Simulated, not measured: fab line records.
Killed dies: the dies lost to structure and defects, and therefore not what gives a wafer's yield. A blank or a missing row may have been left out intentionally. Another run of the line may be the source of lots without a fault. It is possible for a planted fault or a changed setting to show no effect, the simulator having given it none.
Which of the tools did it? | flow n5 finfet | 10 lots, 28 wafers sampled, at 1 step of a route of 1938

== WHAT THE GAUGES SHOWED, per wafer ==
N5_BEOL_M9_INSPECT_13: inspects for defects (brightfield).
lot  | measured     | on                | raw defect count
L459 | day 14 01:47 | defect inspect-02 | 471 453 515
L463 | day 14 08:55 | defect inspect-01 | 526 745 485
L464 | day 16 04:26 | defect inspect-02 | 523 488 522
L468 | day 16 21:44 | defect inspect-01 | 503 405 356
L471 | day 17 12:17 | defect inspect-01 | 397 385
L470 | day 17 16:46 | defect inspect-02 | 443 318 384
L474 | day 17 20:50 | defect inspect-01 | 442 470
L479 | day 18 02:15 | defect inspect-01 | 417 413 315
L476 | day 19 01:00 | defect inspect-02 | 232 305 270
L480 | day 19 08:51 | defect inspect-01 | 399 349 377

== WHAT TOOL EACH LOT RAN ON (gives the tool, then ch and the chambers of the sampled wafers, and finally the start) ==
Before these readings, the record contains no process step.

== WHAT THE TOOLS THEMSELVES READ (means of the sampled wafers that have a number; where no wafer has one, the mark that the record gives instead) ==
The record holds no such reading with a usual standard deviation.

== THE ANSWER, worked out from the rows above alone ==
Rule: what is usual is taken from the lots themselves. Put in order of their means at a reading, lots are off if they are a third of the lots or fewer, leave a main group of 4 or more, and stand apart from it by a gap of 3 or more times the standard deviation of the main group's means; of several such gaps the widest counts. A main group is skipped when, at the precision printed for the reading in the tables above, its means are all equal. Also off: a lot with no number at a reading for which 4 or more lots have one. The other lots that the step has rows for count as sound. The gauges are gone through in route order, then the tools' own readings, and for those a lot's mean is taken as printed above. At the first step where some lot is off, the reading lying furthest off is the one used; lots without a number count as furthest.
Across all readings shown, no lot is off: no conclusion can be drawn from this.

== WHAT THE SIMULATOR HAD PUT IN ==
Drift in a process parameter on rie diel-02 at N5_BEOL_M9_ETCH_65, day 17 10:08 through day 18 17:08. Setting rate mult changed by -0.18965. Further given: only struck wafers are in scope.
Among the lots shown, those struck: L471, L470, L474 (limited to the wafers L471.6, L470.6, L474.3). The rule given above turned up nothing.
